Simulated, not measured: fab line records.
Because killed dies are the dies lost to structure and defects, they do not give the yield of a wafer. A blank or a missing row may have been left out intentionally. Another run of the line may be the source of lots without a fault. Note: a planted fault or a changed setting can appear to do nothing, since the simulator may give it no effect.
Chamber matching    flow n5 finfet    rie diel-05 running N5_BEOL_M2_ETCH_70: 4 sister chambers
The step etches SOC in N2/H2, target depth 80 nm, overetch 24 nm, time 130 s. 22 wafers are shown with their chamber, then 11 later ones without.

== WAFERS PAIRED WITH THEIR CHAMBERS ==
wafer   chamber  showerhead plenum p Torr (Torr)  drypump motor current A (A)  throttle valve pct (%)
L074.3  0        2.52                             5.4                          17.81
L074.4  1        2.59                             6.1                          17.38
L074.6  0        2.52                             5.4                          17.81
L075.1  3        2.53                             6.1                          18.17
L075.2  2        2.69                             5.7                          17.96
L075.4  1        2.59                             6.1                          17.41
L078.1  3        2.52                             6.1                          18.18
L078.4  2        2.68                             5.7                          17.97
L078.5  1        2.59                             6.1                          17.41
L079.3  2        2.68                             5.7                          17.97
L079.4  2        2.68                             5.7                          17.98
L079.6  3        2.52                             6.1                          18.17
L080.1  3        2.52                             6.2                          18.18
L080.3  1        2.59                             6.1                          17.40
L080.4  3        2.52                             6.1                          18.19
L081.2  1        2.59                             6.1                          17.39
L081.3  3        2.52                             6.1                          18.18
L081.5  0        2.52                             5.4                          17.84
L084.2  1        2.59                             6.1                          17.42
L084.4  3        2.52                             6.1                          18.20
L084.6  2        2.68                             5.7                          17.99
L086.2  3        2.52                             6.1                          18.19

SIGNATURES (means of the wafers above)
reading                   chamber 0  chamber 1  chamber 2  chamber 3  scatter within a chamber
showerhead plenum p Torr  2.5200     2.5900     2.6820     2.5213     0.00305
drypump motor current A   5.400      6.100      5.700      6.112      0.022
throttle valve pct        17.8200    17.4017    17.9740    18.1825    0.0128
Rule: a wafer's distance from a chamber is the root of the sum, over the readings, of the square of ((its reading less the chamber's mean) divided by the reading's scatter). The wafer belongs to the nearest chamber; if the next one is less than 2 further off, it can't be placed. The scatter: the root of (the sum of the squares of (reading less its chamber's mean) over the shown wafers, divided by (wafers less chambers)).

== WAFERS WHOSE CHAMBER IS MISSING ==
wafer   showerhead plenum p Torr (Torr)  drypump motor current A (A)  throttle valve pct (%)
L086.5  2.68                             5.7                          18.01
L086.6  2.52                             6.2                          18.22
L088.1  2.58                             6.1                          17.44
L088.2  2.51                             5.4                          17.87
L088.3  2.51                             6.1                          18.23
L087.2  2.51                             5.4                          17.87
L087.3  2.58                             6.1                          17.43
L087.6  2.51                             5.4                          17.88
L096.4  2.50                             5.4                          17.92
L096.5  2.66                             5.7                          18.04
L096.6  2.57                             6.1                          17.47

== THE CHAMBER EACH PASSED THROUGH ==
wafer   from the rows above  in truth
L086.5  2                    2
L086.6  3                    3
L088.1  1                    1
L088.2  0                    0
L088.3  3                    3
L087.2  0                    0
L087.3  1                    1
L087.6  0                    0
L096.4  0                    0
L096.5  2                    2
L096.6  1                    1
11 of 11 placed correctly. Left unplaced by these rows: 0. Wrongly placed: 0.
